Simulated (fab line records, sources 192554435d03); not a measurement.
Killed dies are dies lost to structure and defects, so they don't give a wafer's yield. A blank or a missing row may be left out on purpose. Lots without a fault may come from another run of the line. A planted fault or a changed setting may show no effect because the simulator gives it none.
Chamber matching | flow n5_finfet | N5_MOL_CONTACT_COAG_ETCH_48 on rie_diel-05: 4 sister chambers
The step etches SiOC in C4F6/O2, target depth 15 nm, overetch 4.5 nm, time 17 s. 4 wafers are shown with their chamber, then 8 later ones without.

WAFERS WITH THEIR CHAMBER
wafer  | chamber | rf_vpp_V (V)
L089.1 | 0       | 1569
L089.3 | 2       | 1628
L089.6 | 1       | 1547
L090.2 | 3       | 1554

WAFERS WITHOUT THEIR CHAMBER
wafer  | rf_vpp_V (V)
L090.4 | 1546
L090.5 | 1553
L091.1 | 1628
L091.4 | 1572
L091.6 | 1546
L096.1 | 1568
L096.4 | 1552
L096.5 | 1547

WHICH CHAMBER EACH WENT THROUGH
wafer  | from the rows above | in truth
L090.4 | 1                   | 1
L090.5 | 3                   | 3
L091.1 | 2                   | 2
L091.4 | 0                   | 0
L091.6 | 1                   | 1
L096.1 | 0                   | 0
L096.4 | 3                   | 3
L096.5 | 1                   | 1
Placed correctly: 8 of 8. Can't be placed from these rows: 0. Placed wrongly: 0.
How it was worked out, from the rows above alone: a wafer's distance from a chamber is the root of the sum, over the readings, of the square of ((its reading less the chamber's mean) divided by the reading's scatter). The wafer belongs to the nearest chamber; if the next one is less than 2 further off, it can't be placed. A chamber's mean is the mean of its shown wafers. The scatter: with one shown wafer a chamber, the root of the mean of the squares of how far each hidden wafer lies from its nearest shown one.
